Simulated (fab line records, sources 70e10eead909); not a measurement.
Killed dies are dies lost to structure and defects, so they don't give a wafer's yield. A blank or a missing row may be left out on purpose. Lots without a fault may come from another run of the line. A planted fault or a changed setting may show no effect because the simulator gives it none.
A struck lot beside a sound one | flow nand_harc | 22 steps out of a route of 1302
Sound: wafers L108.3, L108.4, L108.6. Struck: wafers L123.1, L123.3, L123.6. The cause comes at the end.
At each step with rows: each side's tool, then ch and its chambers, then its first start. Under that, the readings that differ: sound wafers | struck wafers | difference of the means | sigmas: that difference in standard deviations of wafers without a fault.
alike: readings whose means differ by less than 2 such deviations, and words and numbers that are the same on both sides. not compared: withheld readings, readings that some wafer has no value for, bounds like >300 that may hide the same value, and numbers for which the record gives no deviation and whose values overlap.
The two part at a step that has a row with sigmas, a row that says differs or no value, or rows on one side only. Numbers that don't overlap but have no deviation are shown without sigmas and don't part them. A reading that every wafer of one side lacks parts them only if that side has two wafers or more.

NHARC_A_BLC_CVD_24: deposits W, target thk 150 nm, time 434 s.
  sound on cvd_w-02 ch 0,1; struck on cvd_w-01 ch 0,1
  reading            | sound       | struck      | difference | sigmas
  heater_power_w (W) | 424 399 398 | 479 457 442 | +52        | +2
  alike: throttle_valve_pct
NHARC_A_BLC_CMP_25: polishes, t overpolish 30 s, target thk 150 nm.
  sound on cmp-04 ch 0,2,3, day 23 03:48; struck on cmp-01 ch 1,2,3, day 28 22:56
  alike: motor_current_A, overpolish_run_s, time_to_endpoint_s
then, 1 step without rows for these wafers: NHARC_A_BLC_SRD_27.
NHARC_A_BLC_INSPECT_28:
  sound on defect_inspect-02, day 23 04:11; struck on defect_inspect-02, day 28 23:20
  alike: raw_defect_count
then, 7 steps without rows for these wafers: NHARC_A_M0_DEP_00 (deposits SiOC, target thk 150 nm); NHARC_A_M0_DEHYDRATE_01 (time 120 s); NHARC_A_M0_HMDS_02 (time 30 s); NHARC_A_M0_COAT_33 (time 65 s); NHARC_A_M0_COAT_03 (resist thk 90 nm); NHARC_A_M0_SOFTBAKE_04 (time 55 s); NHARC_A_M0_EBR_05.
NHARC_A_M0_EXPOSE_06: exposes mask A M0, target cd 80 nm.
  sound on arfi_scanner-03 ch 0, day 23 04:57; struck on arfi_scanner-03 ch 0, day 28 23:59
  reading              | sound             | struck            | difference | sigmas
  exposure_dose_mJ_cm2 | 83.25 83.37 83.37 | 95.80 95.81 95.97 | +12.53     | +99 or more
  alike: mask
then, 2 steps without rows for these wafers: NHARC_A_M0_PEB_07 (peb time 65 s); NHARC_A_M0_DEVELOP_08 (develop time 35 s).
NHARC_A_M0_CD_MEAS_09: target cd 80 nm.
  sound on cd_sem-02 ch 0, day 23 05:05; struck on cd_sem-02 ch 0, day 29 00:07
  reading    | sound          | struck         | difference | sigmas
  cd_nm (nm) | 80.6 79.7 80.8 | 90.1 89.9 89.8 | +9.6       | +17
NHARC_A_M0_OVL_MEAS_10: pitch 160 nm.
  sound on overlay-01, day 23 05:10; struck on overlay-01, day 29 00:13
  alike: overlay_x_nm, overlay_y_nm
NHARC_A_M0_INSPECT_11:
  sound on defect_inspect-02, day 23 05:12; struck on defect_inspect-01, day 29 00:14
  alike: raw_defect_count
NHARC_A_M0_DESCUM_14: chemistry O2, time 3 s.
  sound on rie_diel-07 ch 0,1,3, day 23 05:17; struck on rie_diel-01 ch 0,1,3, day 29 00:19
  reading               | sound            | struck            | difference | sigmas
  model.A_M0.cd_nm (nm) | 80.6 78.83 80.33 | 89.52 88.77 88.65 | +9.06      |
  alike: drypump_motor_current_A, o2_flow_sccm, oes_product_au, rf_vpp_V, showerhead_plenum_p_Torr, throttle_valve_pct
  not compared: rf_hours_counter_h
NHARC_A_M0_ETCH_34: etches the open film in N2/H2, target depth 40 nm, overetch 12 nm, time 43.94 s.
  sound on rie_diel-07 ch 0,2,3, day 23 05:21; struck on rie_diel-01 ch 0,3, day 29 00:25
  reading                     | sound       | struck      | difference | sigmas
  drypump_motor_current_A (A) | 5.7 5.4 6.4 | 4.8 4.8 4.8 | -1.0       | -2
  alike: bias_w, oes_product_au, rf_vpp_V, showerhead_plenum_p_Torr, throttle_valve_pct
  not compared: rf_hours_counter_h
NHARC_A_M0_ETCH_15: etches the open film in C4F8/Ar, target depth 150 nm, overetch 15 nm, time 82.5 s.
  sound on rie_diel-07 ch 0,1,2; struck on rie_diel-01 ch 0,1,3
  reading               | sound             | struck            | difference | sigmas
  model.A_M0.cd_nm (nm) | 81.02 78.65 80.15 | 89.58 89.08 89.09 | +9.31      |
  alike: bias_w, oes_product_au, rf_vpp_V
  not compared: rf_hours_counter_h
NHARC_A_M0_CD_MEAS_16:
  sound on cd_sem-02, day 23 05:34; struck on cd_sem-03, day 29 00:39
  reading    | sound          | struck         | difference | sigmas
  cd_nm (nm) | 81.1 78.6 80.3 | 89.5 89.2 89.2 | +9.3       | +14
then, 1 step without rows for these wafers: NHARC_END_SORT_01.

WHERE THEY PART
First at NHARC_A_BLC_CVD_24; last, within this record, at NHARC_A_M0_CD_MEAS_16.

WHY: what the simulator had put in
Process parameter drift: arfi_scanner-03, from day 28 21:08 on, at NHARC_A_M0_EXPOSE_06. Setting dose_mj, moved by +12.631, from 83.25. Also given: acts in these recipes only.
